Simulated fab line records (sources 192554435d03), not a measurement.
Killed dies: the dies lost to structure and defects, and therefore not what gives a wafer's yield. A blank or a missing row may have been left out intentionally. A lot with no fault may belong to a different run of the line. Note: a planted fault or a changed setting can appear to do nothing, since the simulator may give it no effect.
Code-filled problem report in 8D (eight disciplines) form | flow n5Finfet | the parts of the form that need people (team, actions taken, sign-off) are left out

## 1. WHAT WENT WRONG
plateTempC at N5_BEOL_M1_COAT_76 reads a mean of 198.17 C on 6 wafers of 2 lots; wafers without a fault read 204.99 C with a standard deviation of 0.15. Measured from the usual mean, that is -45 standard deviations.
The step: time 60 s, resist thk 5 nm.
Seen first at day 9 14:47 on lithoTrack-03, wafer L953.3. The record has a number at this step for 30 wafers belonging to 10 lots. Rule for "out", or "out of limits": more than 4 standard deviations from the usual mean. Any other wafer with a number is counted as sound.

## 2. WHAT THIS IS AND IS NOT
question                    | is                            | is not
which readings at this step | plateTempC, heaterPowerTotalW | -
which lots                  | L953, L958                    | L942, L943, L945, L948, L952, L959, L960, L961
which wafers of those lots  | all that have a number        | -
read on which tools         | lithoTrack-03                 | lithoTrack-04, lithoTrack-05
when                        | from day 9 14:47              | up to then (15 sound wafers); but 9 sound wafers of L959, L960, L961 came after

## 3. WHAT RULES OUT EACH SUSPECT
Counting: a tool at any process step up to the reading remains a suspect when it ran all the lots that are out and ran no sound lot after the first of those.
- pecvd-02 at N5_BEOL_M0_DEP_125 (deposits SiCN from 3MS/NH3, target thk 8 nm, time 14 s): kept. It ran every lot that is out, first L953 (day 9 13:12), and no sound lot after that; its last sound lot up to then is L952 (day 9 08:21).
- lithoTrack-03 at N5_BEOL_M1_COAT_76 (time 60 s, resist thk 5 nm): kept. It ran every lot that is out, first L953 (day 9 14:47), and no sound lot after that; its last sound lot up to then is L948 (day 7 22:21). Its own readings are out on those wafers: heaterPowerTotalW, plateTempC.
Left after counting: pecvd-02 at N5_BEOL_M0_DEP_125, lithoTrack-03 at N5_BEOL_M1_COAT_76.

## 4. THE CAUSE (what the simulator had put in)
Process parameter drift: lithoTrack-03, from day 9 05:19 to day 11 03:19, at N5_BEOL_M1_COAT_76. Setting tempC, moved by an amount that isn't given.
Counting left 2 suspects, and this tool is among them.

## 5. SEQUENCE OF EFFECTS, ordered by route
Rows list readings where the struck wafers' mean (over those with a number) sits beyond 3 standard deviations from the usual. Scope: only readings with a usual standard deviation given in the record; hours: median across lots of the time from each lot's start at the first step in this table that gives one to its start at this step; sigmas: change in usual standard deviations.
hours | step               | reading           | usual    | on struck wafers | change | sigmas
0     | N5_BEOL_M1_COAT_76 | heaterPowerTotalW | 391.7 W  | 375.6            | -16.1  | -11
0     | N5_BEOL_M1_COAT_76 | plateTempC        | 204.99 C | 198.17           | -6.82  | -45
The process steps in it:
- N5_BEOL_M1_COAT_76: time 60 s, resist thk 5 nm.
At these later measuring or inspecting steps, every struck wafer for which the step has a row has a number for every such reading, and none has moved that far: N5_BEOL_M4_RC_MEAS_101.

## 6. WHAT WOULD HAVE CAUGHT IT SOONER
9 hours passed between the start of the fault at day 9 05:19 and the first reading out of limits in this record, taken at day 9 14:47.
